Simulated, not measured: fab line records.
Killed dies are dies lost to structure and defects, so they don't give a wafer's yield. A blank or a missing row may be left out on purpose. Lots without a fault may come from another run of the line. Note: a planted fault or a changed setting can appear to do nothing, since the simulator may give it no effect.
Problem report in the 8D (eight disciplines) form, filled by code || flow nand harc || the parts of the form that need people (team, actions taken, sign-off) are left out

== 1. THE ISSUE ==
cd nm at NHARC_P_GATE_CD_MEAS_46 reads a mean of 659.3 nm on 6 wafers of 2 lots; wafers without a fault read 720.2 nm with a standard deviation of 1.2. That is -51 standard deviations from the usual mean.
The step: target cd 720 nm.
Earliest sighting: wafer L181.1 on cd sem-03 at day 7 23:11. The record has a number at this step for 36 wafers belonging to 12 lots. By rule, "out" or "out of limits" means more than 4 standard deviations away from the usual mean. The rest of the wafers with a number are treated as sound.

== 2. WHAT IT IS, AND WHAT IT ISN'T ==
{"question": "which readings at this step", "is": "cd nm", "is not": "-"}
{"question": "which lots", "is": "L181, L183", "is not": "L170, L171, L172, L173, L174, L176, L185, L187, L189, L193"}
{"question": "which wafers of those lots", "is": "all that have a number", "is not": "-"}
{"question": "read on which gauges", "is": "cd sem-02, cd sem-03", "is not": "cd sem-01"}
{"question": "when", "is": "from day 7 23:11", "is not": "up to then (18 sound wafers); but 12 sound wafers of L185, L187, L189, L193 came after"}

== 3. SUSPECTS, AND WHAT RULES EACH OUT ==
Counting: a tool stays on the suspect list if, at a process step up to the reading, it processed all lots that are out and no sound lot following the first of them.
- the gauge at NHARC_P_GATE_CD_MEAS_46 is ruled out. The wafers that are out were read on 2 gauges (cd sem-02, cd sem-03).
- rie diel-10 at NHARC_P_GATE_DESCUM_31 (chemistry O2, time 3 s): ruled out as a lasting fault. After its first lot that is out, L181 (day 7 09:38), sound lots L189, L193 ran on it.
- krf scanner-01 at NHARC_P_GATE_EXPOSE_43 (exposes mask P NSD, target cd 720 nm): kept. It processed each lot that is out, first L181 at day 7 23:01, and no sound lot thereafter; up to then, the last sound lot it processed was L176 at day 6 04:41. Its own readings are out on those wafers: exposure dose mJ cm2.
The count leaves krf scanner-01 at NHARC_P_GATE_EXPOSE_43.

== 4. THE CAUSE (what the simulator had put in) ==
Process parameters drifting: krf scanner-01 at NHARC_P_GATE_EXPOSE_43, beginning at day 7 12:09. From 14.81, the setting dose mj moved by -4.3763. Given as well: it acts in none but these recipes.
After counting, this tool was the only one left.

== 5. THE EFFECT CHAIN, in route order ==
Each row: a reading whose mean over the struck wafers that have a number lies more than 3 standard deviations from the usual. Scope: only readings with a usual standard deviation given in the record; hours: median across lots of the time from each lot's start at the first step in this table that gives one to its start at this step; sigmas: change in usual standard deviations.
{"hours": 0, "step": "NHARC_P_GATE_EXPOSE_43", "reading": "exposure dose mJ cm2", "usual": 14.811, "on struck wafers": 10.427, "change": -4.384, "sigmas": "-99 or more"}
{"hours": 0, "step": "NHARC_P_GATE_CD_MEAS_46", "reading": "cd nm", "usual": "720.2 nm", "on struck wafers": 659.3, "change": -60.9, "sigmas": -51}
It contains these process steps:
- NHARC_P_GATE_EXPOSE_43: exposes mask P NSD, target cd 720 nm.
Later measuring or inspecting steps at which every struck wafer that the step has a row for has a number for every such reading, and none has moved that far: NHARC_END_SORT_01.

== 6. HOW IT WOULD HAVE BEEN CAUGHT EARLIER ==
The first out-of-limits reading at a measuring or inspecting step in this record came at day 7 23:11, 11 hours after the fault's start at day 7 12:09.
Tool's own readings at NHARC_P_GATE_EXPOSE_43, exposure dose mJ cm2: out on all struck wafers the step has rows for; an alarm limit on them would have tripped on the first.
Of the lots that are out (2), L183 began NHARC_P_GATE_EXPOSE_43 on krf scanner-01 after day 7 23:11. Had the tool been put on hold then, it would have been spared.
